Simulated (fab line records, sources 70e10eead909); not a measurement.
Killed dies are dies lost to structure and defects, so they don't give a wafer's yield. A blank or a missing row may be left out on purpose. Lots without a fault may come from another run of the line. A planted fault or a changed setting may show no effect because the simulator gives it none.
Which tool did it? | flow nand_harc | 24 lots, 72 wafers sampled, at 6 steps of a route of 1302

WHAT THE GAUGES READ, wafer by wafer
NHARC_P_GATE_CD_MEAS_59: target cd 720 nm. Usual: cd_nm 719.6 nm, standard deviation 1.2.
lot  | measured     | on        | cd_nm (nm)        | flag
L074 | day 5 17:09  | cd_sem-02 | 719.6 719.6 720.5 |
L075 | day 5 23:49  | cd_sem-01 | 720.4 718.6 720.5 |
L076 | day 6 11:19  | cd_sem-01 | 720.2 721.2 720.8 |
L077 | day 6 19:43  | cd_sem-02 | 718.4 717.0 719.1 |
L078 | day 7 09:20  | cd_sem-03 | 718.6 719.1 718.9 |
L079 | day 7 20:04  | cd_sem-03 | 719.0 721.5 720.7 |
L080 | day 8 01:20  | cd_sem-03 | 720.0 718.8 719.7 |
L081 | day 8 19:19  | cd_sem-03 | 719.4 720.7 720.6 |
L082 | day 9 01:19  | cd_sem-03 | 721.7 719.7 720.5 |
L083 | day 9 09:13  | cd_sem-02 | 718.1 717.9 717.5 |
L084 | day 10 02:02 | cd_sem-01 | 719.8 720.2 719.2 |
L085 | day 10 10:09 | cd_sem-01 | 720.7 719.9 719.0 |
L086 | day 10 16:23 | cd_sem-03 | 717.4 718.2 717.8 |
L087 | day 10 20:08 | cd_sem-03 | 720.9 717.4 720.4 |
L088 | day 11 19:56 | cd_sem-02 | 721.3 717.8 719.4 |
L089 | day 11 20:29 | cd_sem-02 | 720.4 719.9 721.0 |
L090 | day 12 13:46 | cd_sem-02 | 719.3 719.3 719.4 |
L091 | day 13 00:49 | cd_sem-03 | 719.4 719.6 720.1 |
L092 | day 13 03:38 | cd_sem-01 | 716.7 718.9 718.9 |
L093 | day 13 15:21 | cd_sem-02 | 720.0 720.4 719.7 |
L094 | day 14 04:44 | cd_sem-02 | 719.6 718.6 718.4 |
L095 | day 14 11:36 | cd_sem-01 | 719.3 719.3 720.8 |
L096 | day 14 16:50 | cd_sem-02 | 720.2 719.2 717.5 |
L097 | day 15 06:09 | cd_sem-01 | 719.6 718.3 719.6 |

NHARC_P_GATE_INSPECT_68. Usual: raw_defect_count 227, standard deviation 93.
lot  | measured     | on                | raw_defect_count | flag
L074 | day 6 01:59  | defect_inspect-02 | 246 297 262      |
L075 | day 6 04:44  | defect_inspect-02 | 224 173 101      |
L076 | day 6 16:06  | defect_inspect-02 | 231 414 354      |
L077 | day 7 00:35  | defect_inspect-01 | 109 127 136      |
L078 | day 7 14:21  | defect_inspect-02 | 296 269 188      |
L079 | day 8 00:43  | defect_inspect-02 | 128 114 123      |
L080 | day 8 06:13  | defect_inspect-01 | 110 169 132      |
L081 | day 9 00:05  | defect_inspect-02 | 139 247 79       |
L082 | day 9 06:07  | defect_inspect-02 | 208 221 291      |
L083 | day 9 13:59  | defect_inspect-02 | 147 184 235      |
L084 | day 10 06:40 | defect_inspect-02 | 183 162 208      |
L085 | day 10 14:58 | defect_inspect-02 | 272 209 305      |
L086 | day 10 21:04 | defect_inspect-02 | 244 183 271      |
L087 | day 11 00:56 | defect_inspect-02 | 169 123 292      |
L088 | day 12 00:44 | defect_inspect-01 | 151 97 165       |
L089 | day 12 01:15 | defect_inspect-02 | 361 168 391      |
L090 | day 12 18:24 | defect_inspect-02 | 200 204 291      |
L091 | day 13 05:30 | defect_inspect-02 | 222 165 282      |
L092 | day 13 08:23 | defect_inspect-01 | 272 375 209      |
L093 | day 13 20:04 | defect_inspect-02 | 344 321 429      |
L094 | day 14 09:25 | defect_inspect-02 | 270 274 318      |
L095 | day 14 16:21 | defect_inspect-02 | 207 190 194      |
L096 | day 14 21:31 | defect_inspect-01 | 155 197 152      |
L097 | day 15 11:07 | defect_inspect-02 | 324 272 238      |

NHARC_P_CONTACT_INSPECT_27. Usual: raw_defect_count 313, standard deviation 140.
lot  | measured     | on                | raw_defect_count | flag
L074 | day 6 06:43  | defect_inspect-01 | 367 590 364      |
L075 | day 6 09:32  | defect_inspect-01 | 172 236 296      |
L076 | day 6 21:01  | defect_inspect-02 | 417 169 397      |
L077 | day 7 05:28  | defect_inspect-02 | 266 517 187      |
L078 | day 7 19:14  | defect_inspect-01 | 209 334 381      |
L079 | day 8 05:26  | defect_inspect-01 | 413 318 251      |
L080 | day 8 11:05  | defect_inspect-01 | 214 209 244      |
L081 | day 9 04:58  | defect_inspect-02 | 220 436 745      |
L082 | day 9 10:52  | defect_inspect-02 | 296 313 298      |
L083 | day 9 18:44  | defect_inspect-02 | 286 206 126      |
L084 | day 10 11:34 | defect_inspect-02 | 102 265 310      |
L085 | day 10 19:52 | defect_inspect-02 | 244 403 378      |
L086 | day 11 01:58 | defect_inspect-02 | 429 523 559      |
L087 | day 11 06:02 | defect_inspect-02 | 425 180 617      |
L088 | day 12 05:42 | defect_inspect-01 | 197 156 133      |
L089 | day 12 06:01 | defect_inspect-02 | 373 358 291      |
L090 | day 12 23:26 | defect_inspect-02 | 201 204 255      |
L091 | day 13 10:25 | defect_inspect-01 | 153 171 192      |
L092 | day 13 13:13 | defect_inspect-01 | 542 287 376      |
L093 | day 14 00:50 | defect_inspect-01 | 320 583 378      |
L094 | day 14 14:40 | defect_inspect-02 | 227 216 229      |
L095 | day 14 21:23 | defect_inspect-02 | 389 415 285      |
L096 | day 15 02:23 | defect_inspect-01 | 416 407 217      |
L097 | day 15 16:08 | defect_inspect-02 | 244 310 238      |

WHICH TOOL RAN EACH LOT (tool, then ch and the chambers of the sampled wafers, then the start)
lot  | NHARC_P_GATE_RTA_64              | NHARC_P_CONTACT_ETCH_18                       | NHARC_P_CONTACT_PVD_32
L074 | rtp_anneal-02 ch 0, day 6 00:41  | rie_diel-11 ch 2,3, day 6 06:43 or earlier    | pvd_sputter-01, day 6 06:43 or earlier
L075 | rtp_anneal-02 ch 0, day 6 03:23  | rie_diel-01 ch 0,3, day 6 09:32 or earlier    | pvd_sputter-03, day 6 09:32 or earlier
L076 | rtp_anneal-02 ch 0, day 6 14:51  | rie_diel-11 ch 1,2,3, day 6 21:01 or earlier  | pvd_sputter-03, day 6 21:01 or earlier
L077 | rtp_anneal-01 ch 0, day 6 23:10  | rie_diel-01 ch 1,2, day 7 05:28 or earlier    | pvd_sputter-02, day 7 05:28 or earlier
L078 | rtp_anneal-02 ch 0, day 7 12:53  | rie_diel-08 ch 0,1, day 7 19:14 or earlier    | pvd_sputter-03, day 7 19:14 or earlier
L079 | rtp_anneal-02 ch 0, day 7 23:27  | rie_diel-08 ch 1,2, day 8 05:26 or earlier    | pvd_sputter-01, day 8 05:26 or earlier
L080 | rtp_anneal-01 ch 0, day 8 04:58  | rie_diel-11 ch 0,1, day 8 11:05 or earlier    | pvd_sputter-02, day 8 11:05 or earlier
L081 | rtp_anneal-02 ch 0, day 8 22:52  | rie_diel-11 ch 1,2,3, day 9 04:58 or earlier  | pvd_sputter-03, day 9 04:58 or earlier
L082 | rtp_anneal-02 ch 0, day 9 04:52  | rie_diel-01 ch 0,1,3, day 9 10:52 or earlier  | pvd_sputter-01, day 9 10:52 or earlier
L083 | rtp_anneal-02 ch 0, day 9 12:47  | rie_diel-08 ch 0,2,3, day 9 18:44 or earlier  | pvd_sputter-02, day 9 18:44 or earlier
L084 | rtp_anneal-01 ch 0, day 10 05:29 | rie_diel-08 ch 0,1,3, day 10 11:34 or earlier | pvd_sputter-02, day 10 11:34 or earlier
L085 | rtp_anneal-02 ch 0, day 10 13:43 | rie_diel-08 ch 1,3, day 10 19:52 or earlier   | pvd_sputter-03, day 10 19:52 or earlier
L086 | rtp_anneal-02 ch 0, day 10 19:52 | rie_diel-08 ch 2,3, day 11 01:58 or earlier   | pvd_sputter-01, day 11 01:58 or earlier
L087 | rtp_anneal-02 ch 0, day 10 23:39 | rie_diel-11 ch 0,1, day 11 06:02 or earlier   | pvd_sputter-01, day 11 06:02 or earlier
L088 | rtp_anneal-02 ch 0, day 11 23:31 | rie_diel-11 ch 1,3, day 12 05:42 or earlier   | pvd_sputter-01, day 12 05:42 or earlier
L089 | rtp_anneal-01 ch 0, day 11 23:59 | rie_diel-08 ch 0,2,3, day 12 06:01 or earlier | pvd_sputter-03, day 12 06:01 or earlier
L090 | rtp_anneal-01 ch 0, day 12 17:12 | rie_diel-11 ch 0,2,3, day 12 23:26 or earlier | pvd_sputter-01, day 12 23:26 or earlier
L091 | rtp_anneal-01 ch 0, day 13 04:17 | rie_diel-11 ch 1,2,3, day 13 10:25 or earlier | pvd_sputter-02, day 13 10:25 or earlier
L092 | rtp_anneal-02 ch 0, day 13 07:08 | rie_diel-01 ch 1,2,3, day 13 13:13 or earlier | pvd_sputter-02, day 13 13:13 or earlier
L093 | rtp_anneal-01 ch 0, day 13 18:47 | rie_diel-08 ch 0,2, day 14 00:50 or earlier   | pvd_sputter-02, day 14 00:50 or earlier
L094 | rtp_anneal-02 ch 0, day 14 08:11 | rie_diel-08 ch 0,2,3, day 14 14:40 or earlier | pvd_sputter-03, day 14 14:40 or earlier
L095 | rtp_anneal-01 ch 0, day 14 15:07 | rie_diel-11 ch 0,2,3, day 14 21:23 or earlier | pvd_sputter-02, day 14 21:23 or earlier
L096 | rtp_anneal-01 ch 0, day 14 20:15 | rie_diel-11 ch 1,2,3, day 15 02:23 or earlier | pvd_sputter-03, day 15 02:23 or earlier
L097 | rtp_anneal-02 ch 0, day 15 09:52 | rie_diel-11 ch 2,3, day 15 16:08 or earlier   | pvd_sputter-02, day 15 16:08 or earlier
- NHARC_P_GATE_RTA_64: time 1 s.
- NHARC_P_CONTACT_ETCH_18: etches the open film in C4F8/O2/Ar, target depth 481 nm, time 240.5 s.
- NHARC_P_CONTACT_PVD_32: deposits Ti, target thk 5 nm, time 17.7 s.

WHAT THE TOOLS THEMSELVES READ (means of the sampled wafers that have a number; where no wafer has one, the mark that the record gives instead)
NHARC_P_GATE_RTA_64. Usual: anneal_temp_c_max 1053.5, standard deviation 0.84; lamp_power_pct 32.1 %, standard deviation 1.2; wafer_temp_C_max 1053.5, standard deviation 0.79.
lot  | tool          | anneal_temp_c_max | lamp_power_pct (%) | wafer_temp_C_max | flag
L074 | rtp_anneal-02 | 1053.6            | 31.1               | 1053.6           |
L075 | rtp_anneal-02 | 1054.8            | 31.1               | 1053.6           |
L076 | rtp_anneal-02 | 1054.1            | 31.1               | 1053.2           |
L077 | rtp_anneal-01 | 1052.5            | 33.7               | 1053.5           |
L078 | rtp_anneal-02 | 1053.1            | 31.1               | 1055.0           |
L079 | rtp_anneal-02 | 1053.9            | 31.2               | 1053.7           |
L080 | rtp_anneal-01 | 1053.2            | 33.6               | 1054.8           |
L081 | rtp_anneal-02 | 1053.3            | 31.1               | 1053.6           |
L082 | rtp_anneal-02 | 1053.1            | 31.1               | 1053.3           |
L083 | rtp_anneal-02 | 1053.3            | 31.2               | 1054.0           |
L084 | rtp_anneal-01 | 1053.1            | 33.6               | 1052.3           |
L085 | rtp_anneal-02 | 1054.4            | 31.1               | 1053.0           |
L086 | rtp_anneal-02 | 1054.4            | 31.1               | 1053.9           |
L087 | rtp_anneal-02 | 1052.8            | 31.2               | 1054.1           |
L088 | rtp_anneal-02 | 1053.6            | 31.2               | 1052.4           |
L089 | rtp_anneal-01 | 1053.2            | 33.6               | 1053.0           |
L090 | rtp_anneal-01 | 1052.6            | 33.6               | 1053.7           |
L091 | rtp_anneal-01 | 1052.8            | 33.6               | 1052.9           |
L092 | rtp_anneal-02 | 1053.2            | 31.2               | 1053.3           |
L093 | rtp_anneal-01 | 1053.0            | 33.6               | 1054.0           |
L094 | rtp_anneal-02 | 1054.7            | 31.2               | 1054.0           |
L095 | rtp_anneal-01 | 1052.6            | 33.6               | 1052.9           |
L096 | rtp_anneal-01 | 1053.0            | 33.6               | 1053.4           |
L097 | rtp_anneal-02 | 1054.5            | 31.1               | 1052.5           |

NHARC_P_CONTACT_ETCH_18. Usual: oes_product_au 0.959 a.u., standard deviation 0.017; rf_vpp_V 977 V, standard deviation 7.7.
lot  | tool        | oes_product_au (a.u.) | rf_vpp_V (V) | flag
L074 | rie_diel-11 | 0.969                 | 977          |
L075 | rie_diel-01 | 0.966                 | 978          |
L076 | rie_diel-11 | 0.958                 | 981          |
L077 | rie_diel-01 | 0.959                 | 986          |
L078 | rie_diel-08 | 0.972                 | 978          |
L079 | rie_diel-08 | 0.921                 | 969          |
L080 | rie_diel-11 | 0.947                 | 976          |
L081 | rie_diel-11 | 0.960                 | 982          |
L082 | rie_diel-01 | 0.973                 | 981          |
L083 | rie_diel-08 | 0.962                 | 975          |
L084 | rie_diel-08 | 0.924                 | 974          |
L085 | rie_diel-08 | 0.971                 | 970          |
L086 | rie_diel-08 | 0.972                 | 970          |
L087 | rie_diel-11 | 0.954                 | 981          |
L088 | rie_diel-11 | 0.969                 | 987          |
L089 | rie_diel-08 | 0.963                 | 974          |
L090 | rie_diel-11 | 0.942                 | 976          |
L091 | rie_diel-11 | 0.947                 | 982          |
L092 | rie_diel-01 | 0.966                 | 984          |
L093 | rie_diel-08 | 0.966                 | 978          |
L094 | rie_diel-08 | 0.932                 | 974          |
L095 | rie_diel-11 | 0.962                 | 978          |
L096 | rie_diel-11 | 0.976                 | 981          |
L097 | rie_diel-11 | 0.955                 | 983          |

NHARC_P_CONTACT_PVD_32. Usual: throttle_valve_pct 30.0 %, standard deviation 1.1.
lot  | tool           | throttle_valve_pct (%) | flag
L074 | pvd_sputter-01 | 30.3                   |
L075 | pvd_sputter-03 | 30.2                   |
L076 | pvd_sputter-03 | 30.4                   |
L077 | pvd_sputter-02 | 31.0                   |
L078 | pvd_sputter-03 | 30.1                   |
L079 | pvd_sputter-01 | 30.0                   |
L080 | pvd_sputter-02 | 30.0                   |
L081 | pvd_sputter-03 | 29.7                   |
L082 | pvd_sputter-01 | 29.3                   |
L083 | pvd_sputter-02 | 30.4                   |
L084 | pvd_sputter-02 | 30.6                   |
L085 | pvd_sputter-03 | 29.9                   |
L086 | pvd_sputter-01 | 29.5                   |
L087 | pvd_sputter-01 | 28.8                   |
L088 | pvd_sputter-01 | 28.6                   |
L089 | pvd_sputter-03 | 29.1                   |
L090 | pvd_sputter-01 | 29.5                   |
L091 | pvd_sputter-02 | 31.0                   |
L092 | pvd_sputter-02 | 29.5                   |
L093 | pvd_sputter-02 | 30.9                   |
L094 | pvd_sputter-03 | 30.3                   |
L095 | pvd_sputter-02 | 30.4                   |
L096 | pvd_sputter-03 | 29.6                   |
L097 | pvd_sputter-02 | 30.9                   |

THE ANSWER, worked out from the rows above alone
Rule: a lot is off if the mean of its wafers that have a number lies more than 3 standard deviations from the usual mean. A lot without any number at a reading at which 4 lots or more have one is off too. The other lots that the step has rows for count as sound. The gauges are gone through in route order, then the tools' own readings, and for those a lot's mean is taken as printed above. The first step at which some lot is off is used, and at that step the reading that is off furthest; a lot without a number counts as furthest.
No lot is off at any reading shown: from this, nothing can be told.

WHAT THE SIMULATOR HAD PUT IN
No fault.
